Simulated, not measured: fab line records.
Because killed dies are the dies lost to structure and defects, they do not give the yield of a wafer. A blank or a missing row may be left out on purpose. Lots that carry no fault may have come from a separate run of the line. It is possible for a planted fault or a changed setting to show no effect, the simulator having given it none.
fab line records	flow nand_harc	part 2 of 2: steps 5 to 6 of 6
[record] lots = 21	wafers = 63	last_day = 25
route steps=1159 shown A_STAIRCASE@559
lots with no fault: from the same line, run without faults
start_h: hours from the record's opening day to when the first of the lot's shown wafers began	wait_h: hours from the lot's prior step to this one	" same as the row above	L1.1+2: a row that stands for several wafers	- either no value or no given start	* or withheld: withheld	< > ~ a bound
route shown NAME@n: names a module that has steps shown in the file, with the first one's number in the route	usual: mean/standard deviation taken from wafers without a fault	same: alike in all rows	chamber/n: place in a boat	sites: readings site by site	_std_site: the standard deviation of these	_edge_site: the outer-site mean with the inner-site mean subtracted	radius_mm: how far each site lies from the wafer's centre	mask NAME#n: copy n	behind: tool/chamber where the wafer was last shaped	hold: why the lot was held/for how many hours/how that ended	device: names the non-switching transistor (n, p or np)	end of line: tests run on the same wafers once the route is complete	step lacking rows: just its recipe	killed: not the wafer's yield, but the dies lost to structure and defects at the first sort	map: dies across one wafer; x = killed, . = not, _ = none there
set.NAME: the setting as run; set.NAME@STEP: as run at that earlier step	model.NAME: the simulator's own value behind a step, which no gauge read
one table for each step of the route and one row for each wafer, over a sample of lots
services: from which hour (start_h, from the record's first day; less than 0 if before it) a tool's chamber was out of use, for how many hours, and why
[[steps]]
[step NHARC_A_STAIRCASE_TRIM_229]
[recipe] time_s = 211.2	o2_flow_sccm = 500	ar_flow_sccm = 0	bias_w = 0	chemistry = O2
[usual] drypump_motor_current_A = 5.8/0.42	oes_product_au = 0.995/0.012	rf_vpp_V = 57.7/0.83	showerhead_plenum_p_Torr = 3.49/0.12	throttle_valve_pct = 17.035/0.0093
lot.wafer	tool	chamber	start_h	wait_h	drypump_motor_current_A	oes_product_au	rf_hours_counter_h	rf_vpp_V	showerhead_plenum_p_Torr	throttle_valve_pct
L074.1	rie_diel-06	0	241.16	0.1	5.7	0.978	63	56.9	3.53	17.038
L074.5	"	2	"	"	5.9	0.989	-	57.0	3.50	17.025
L074.6	"	0	"	"	5.6	0.987	-	58.2	3.53	17.029
L075.3	rie_diel-02	1	242.89	0.1	6.1	0.989	31	59.1	3.71	17.039
L075.1	"	2	"	"	5.7	0.986	30	57.5	3.47	17.041
L075.2	"	3	"	"	6.0	0.997	34	56.7	3.34	17.034
L079.3	rie_diel-06	0	263.85	0.1	5.7	0.997	6	59.6	3.52	17.017
L079.2	"	1	"	"	5.1	0.989	5	57.5	3.50	17.058
L079.6	"	1	"	"	5.1	0.985	-	58.5	3.50	17.024
L077.2	rie_diel-02	2	263.95	0.1	5.7	0.984	37	56.8	3.46	17.034
L077.1	"	3	"	"	6.0	0.995	43	57.8	3.34	17.028
L077.6	"	1	"	"	6.2	0.973	-	58.5	3.71	17.041
L078.4	rie_diel-02	3	273.01	0.1	6.0	1.006	46	57.6	3.34	17.028
L078.3	"	0	"	"	6.0	0.990	43	57.2	3.34	17.019
L078.6	"	3	"	"	6.0	1.009	-	57.6	3.33	17.024
L081.4	rie_diel-01	2	285.21	0.1	5.1	1.015	58	57.5	3.62	17.038
L081.3	"	1	"	"	5.0	1.020	57	56.4	3.45	17.031
L081.6	"	3	"	"	6.6	0.999	-	58.2	3.68	17.039
L082.2	rie_diel-02	3	294.77	0.1	6.0	1.001	52	57.0	3.33	17.041
L082.1	"	0	"	"	6.0	0.990	49	58.0	3.33	17.022
L082.5	"	3	"	"	6.0	1.001	-	57.3	3.33	17.014
L083.1	rie_diel-02	2	301.24	0.1	5.7	0.986	51	57.8	3.45	17.040
L083.2	"	3	"	"	6.0	1.012	55	57.0	3.33	17.021
L083.5	"	2	"	"	5.7	0.989	-	57.6	3.45	17.035
L084.1	rie_diel-06	1	305.29	0.1	5.1	0.976	21	59.4	3.49	17.017
L084.5	"	2	"	"	5.9	0.981	-	58.7	3.49	17.025
L084.6	"	3	"	"	6.4	0.997	-	58.7	3.47	17.059
L088.1	rie_diel-06	3	334.22	0.1	6.4	0.999	19	58.9	3.47	17.060
L088.2	"	0	"	"	5.6	0.989	30	55.9	3.51	17.045
L088.4	"	2	"	"	5.9	0.996	31	56.7	3.49	17.042
L085.2	rie_diel-06	0	335.66	0.1	5.6	0.981	31	58.6	3.51	17.035
L085.6	"	2	"	"	5.9	0.989	-	59.0	3.48	17.033
L085.5	"	3	"	"	6.4	0.988	-	56.6	3.47	17.042
L087.2	rie_diel-01	1	337.87	0.1	5.0	1.017	6	57.6	3.44	17.046
L087.1	"	2	"	"	5.2	1.013	6	58.7	3.61	17.046
L087.3	"	3	"	"	6.6	0.995	6	59.2	3.67	17.031
L086.1	rie_diel-02	3	338.78	0.1	6.0	0.999	1	57.2	3.32	17.046
L086.3	"	0	"	"	5.9	0.991	1	57.8	3.33	17.035
L086.5	"	3	"	"	6.0	0.994	-	56.7	3.32	17.041
L091.4	rie_diel-01	2	349.17	0.3	5.2	1.016	11	57.1	3.60	17.042
L091.5	"	0	"	"	5.9	0.998	-	58.4	3.63	17.034
L091.6	"	1	"	"	5.0	1.019	-	56.2	3.44	17.025
L092.3	rie_diel-02	2	352.36	0.1	5.7	0.997	8	57.8	3.45	17.019
L092.1	"	0	"	"	6.0	1.016	4	56.8	3.32	17.028
L092.4	"	1	"	"	6.2	1.001	8	57.1	3.69	17.040
L089.3	rie_diel-02	1	353.65	0.1	6.1	0.982	9	58.7	3.69	17.035
L089.5	"	0	"	"	6.0	0.993	-	57.2	3.32	17.042
L089.6	"	1	"	"	6.2	0.984	-	58.1	3.69	17.046
L093.3	rie_diel-02	2	357.13	0.1	5.7	0.981	10	58.6	3.44	17.041
L093.1	"	3	"	"	6.0	1.005	9	57.3	3.32	17.036
L093.4	"	1	"	"	6.2	0.985	10	57.8	3.69	17.021
L094.3	rie_diel-01	3	358.25	0.1	6.6	1.001	16	58.8	3.66	17.043
L094.1	"	0	"	"	5.9	1.002	16	58.6	3.63	17.046
L094.6	"	0	"	"	5.8	1.003	-	57.5	3.63	17.018
L096.1	rie_diel-06	1	373.35	0.6	5.1	0.984	47	58.2	3.47	17.045
L096.3	"	2	"	"	5.9	1.010	50	57.5	3.47	17.032
L096.2	"	3	"	"	6.4	1.004	40	57.8	3.46	17.039
L095.3	rie_diel-06	1	374.44	0.1	5.1	0.984	48	56.8	3.47	17.037
L095.6	"	1	"	"	5.1	0.988	-	57.5	3.47	17.032
L095.5	"	2	"	"	5.9	1.001	-	57.8	3.47	17.022
L097.1	rie_diel-02	3	384.17	0.1	6.0	0.993	17	56.2	3.32	17.048
L097.4	"	0	"	"	5.9	0.995	-	57.0	3.32	17.042
L097.3	"	3	"	"	6.0	0.997	-	57.2	3.32	17.035
[step NHARC_A_STAIRCASE_DESCUM_252]
[recipe] time_s = 3	o2_flow_sccm = 200	ar_flow_sccm = 0	bias_power_w = 0	chemistry = O2
[usual] drypump_motor_current_A = 5.8/0.46	oes_product_au = 0.995/0.013	rf_vpp_V = 57.8/0.88	showerhead_plenum_p_Torr = 1.90/0.073	throttle_valve_pct = 11.311/0.0094
lot.wafer	tool	chamber	start_h	wait_h	drypump_motor_current_A	oes_product_au	rf_hours_counter_h	rf_vpp_V	showerhead_plenum_p_Torr	throttle_valve_pct
L074.1	rie_diel-01	0	243.86	-	5.8	0.995	42	58.0	1.98	11.312
L074.5	"	3	"	"	6.6	0.990	-	58.1	2.00	11.315
L074.6	"	0	"	"	5.8	0.992	-	58.7	1.98	11.312
L075.1	rie_diel-01	1	245.49	-	5.0	0.999	42	57.5	1.87	11.318
L075.3	"	3	"	"	6.6	1.004	43	59.0	2.00	11.317
L075.2	"	0	"	"	5.8	0.985	43	57.9	1.98	11.290
L077.2	rie_diel-02	1	266.62	-	6.1	0.972	38	58.0	2.02	11.307
L077.1	"	3	"	"	6.0	1.005	44	57.4	1.80	11.319
L077.6	"	1	"	"	6.1	0.966	-	57.3	2.02	11.321
L079.2	rie_diel-01	1	266.91	-	5.0	1.016	52	57.5	1.87	11.296
L079.3	"	3	"	"	6.6	1.002	52	60.1	2.00	11.297
L079.6	"	1	"	"	5.0	1.012	-	57.4	1.87	11.312
L078.3	rie_diel-06	0	275.78	-	5.6	0.985	11	58.7	1.91	11.322
L078.4	"	0	"	"	5.6	0.989	-	57.4	1.91	11.296
L078.6	"	2	"	"	5.9	0.983	-	56.7	1.89	11.319
L081.3	rie_diel-01	1	287.82	-	5.0	1.020	58	58.1	1.87	11.308
L081.4	"	3	"	"	6.6	1.005	59	58.6	2.00	11.313
L081.6	"	0	"	"	5.8	0.977	-	59.0	1.98	11.310
L082.1	rie_diel-02	3	297.35	-	6.0	1.011	54	58.0	1.80	11.321
L082.2	"	1	"	"	6.1	0.976	47	57.9	2.01	11.304
L082.5	"	3	"	"	6.0	1.000	-	57.2	1.80	11.293
L083.2	rie_diel-01	3	303.96	-	6.6	1.007	66	59.6	2.00	11.299
L083.1	"	0	"	"	5.9	0.977	64	59.6	1.98	11.308
L083.5	"	1	"	"	5.0	1.013	-	58.2	1.87	11.309
L084.1	rie_diel-01	0	307.85	-	5.8	0.975	66	57.5	1.98	11.299
L084.5	"	0	"	"	5.8	0.979	-	59.3	1.98	11.309
L084.6	"	1	"	"	5.0	1.015	-	57.2	1.87	11.305
L088.4	rie_diel-02	0	337.12	-	5.9	1.000	0	56.9	1.80	11.314
L088.1	"	1	"	"	6.1	0.986	0	57.4	2.01	11.305
L088.2	"	2	"	"	5.7	0.999	0	55.8	1.87	11.314
L085.2	rie_diel-02	3	338.64	-	6.0	1.004	1	57.6	1.80	11.310
L085.6	"	3	"	"	6.0	1.000	-	57.2	1.80	11.316
L085.5	"	0	"	"	5.9	1.009	-	56.3	1.80	11.312
L087.1	rie_diel-02	0	340.78	-	5.9	1.000	2	56.7	1.80	11.297
L087.2	"	1	"	"	6.1	0.985	2	59.3	2.01	11.300
L087.3	"	3	"	"	6.0	1.017	2	58.7	1.79	11.320
L086.1	rie_diel-02	3	341.38	-	6.0	0.992	2	57.8	1.79	11.312
L086.3	"	0	"	"	5.9	0.989	2	58.2	1.80	11.323
L086.5	"	3	"	"	6.0	0.998	-	58.1	1.79	11.313
L091.4	rie_diel-01	2	351.99	-	5.2	1.019	12	58.9	1.96	11.300
L091.6	"	1	"	"	5.0	1.016	-	57.9	1.86	11.319
L091.5	"	2	"	"	5.1	1.014	-	57.7	1.96	11.305
L092.1	rie_diel-02	2	355.20	-	5.7	0.981	9	58.0	1.86	11.295
L092.4	"	3	"	"	6.0	0.998	9	57.7	1.79	11.318
L092.3	"	0	"	"	5.9	1.004	5	56.8	1.79	11.318
L089.3	rie_diel-02	2	356.41	-	5.7	0.984	9	57.0	1.86	11.320
L089.5	"	2	"	"	5.7	0.988	-	57.2	1.86	11.321
L089.6	"	3	"	"	6.0	0.994	-	56.6	1.79	11.308
L093.4	rie_diel-06	2	359.99	-	5.9	1.003	43	58.3	1.88	11.321
L093.1	"	0	"	"	5.6	0.976	43	57.1	1.90	11.321
L093.3	"	1	"	"	5.1	0.980	41	59.5	1.88	11.305
L094.3	rie_diel-01	2	361.05	-	5.2	1.023	16	59.6	1.96	11.314
L094.1	"	1	"	"	5.0	1.016	17	57.5	1.86	11.311
L094.6	"	2	"	"	5.2	1.018	-	57.2	1.96	11.299
L096.3	rie_diel-06	3	376.31	-	6.4	0.998	41	58.4	1.87	11.307
L096.1	"	1	"	"	5.1	0.990	49	58.4	1.88	11.304
L096.2	"	2	"	"	5.9	0.999	52	57.2	1.88	11.311
L095.3	rie_diel-06	0	376.96	-	5.6	0.981	53	57.1	1.90	11.314
L095.5	"	0	"	"	5.6	0.980	-	57.6	1.90	11.322
L095.6	"	1	"	"	5.1	0.990	-	57.8	1.88	11.327
L097.1	rie_diel-02	1	387.08	-	6.1	0.999	15	56.3	2.01	11.300
L097.3	"	3	"	"	6.0	0.992	18	56.4	1.79	11.306
L097.4	"	0	"	"	6.0	1.002	14	57.8	1.79	11.325
[[services]]
tool	chamber	start_h	hours	kind
rie_diel-02	2	212.03	3.8	repair
rie_diel-06	2	213.47	15.6	repair
rie_diel-02	-	222.35	0.2	repair
rie_diel-02	0	233.24	-	clean
rie_diel-02	1	233.24	-	clean
rie_diel-02	2	233.24	-	clean
rie_diel-02	3	233.24	-	clean
rie_diel-06	-	241.28	9.0	pm
rie_diel-02	0	258.52	-	clean
rie_diel-02	1	258.52	-	clean
rie_diel-02	2	258.52	-	clean
rie_diel-02	3	258.52	-	clean
rie_diel-06	3	261.21	33.1	repair
rie_diel-06	-	267.38	0.8	repair
rie_diel-06	2	280.77	1.3	repair
rie_diel-02	0	283.04	-	clean
rie_diel-02	1	283.04	-	clean
rie_diel-02	2	283.04	-	clean
rie_diel-02	3	283.04	-	clean
rie_diel-01	-	314.80	9.0	pm
rie_diel-02	-	327.70	9.0	pm
rie_diel-02	0	369.04	2.8	repair
rie_diel-02	1	376.46	9.8	repair
rie_diel-02	2	382.81	3.4	repair
